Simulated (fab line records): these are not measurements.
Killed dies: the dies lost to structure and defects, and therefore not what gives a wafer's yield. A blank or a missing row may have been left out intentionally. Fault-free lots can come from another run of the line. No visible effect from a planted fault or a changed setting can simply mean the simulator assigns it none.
Chamber matching	flow n5 finfet	4 sister chambers for N5_BEOL_M8_STRIP_67 on rie diel-05
The step strips in CF4. 8 wafers are shown with their chamber, then 11 later ones without.

## WAFERS PAIRED WITH THEIR CHAMBERS
wafer	chamber	drypump motor current A (A)	throttle valve pct (%)
L079.6	3	5.89	13.41
L084.4	3	5.89	13.42
L091.3	2	6.14	13.71
L091.6	1	5.81	13.18
L089.2	0	5.55	13.44
L089.4	2	6.13	13.74
L089.5	0	5.55	13.45
L092.4	1	5.79	13.19

## WAFERS WITHOUT THEIR CHAMBER
wafer	drypump motor current A (A)	throttle valve pct (%)
L092.5	5.79	13.22
L092.6	5.56	13.45
L090.2	5.59	13.42
L090.3	5.80	13.19
L090.4	5.95	13.49
L094.1	5.59	13.48
L094.2	5.94	13.54
L094.3	6.15	13.77
L096.3	5.59	13.45
L096.5	5.81	13.23
L096.6	5.57	13.49

## CHAMBER TAKEN BY EACH
wafer	from the rows above	in truth
L092.5	1	1
L092.6	0	0
L090.2	0	0
L090.3	1	1
L090.4	3	3
L094.1	0	0
L094.2	3	3
L094.3	2	2
L096.3	0	0
L096.5	1	1
L096.6	0	0
11 of 11 placed correctly. From these rows, 0 cannot be placed. 0 placed wrongly.
How it was worked out, from the rows above alone: a wafer's distance from a chamber is the root of the sum, over the readings, of the square of ((its reading less the chamber's mean) divided by the reading's scatter). If the next closest chamber is less than 2 further off than the closest, the wafer can't be placed; otherwise it belongs to the closest. A chamber's mean is the mean of its shown wafers. How the scatter is found: for the shown wafers, subtract from each reading the mean of its chamber, square and add these, divide the total by (wafers less chambers), then take the root.
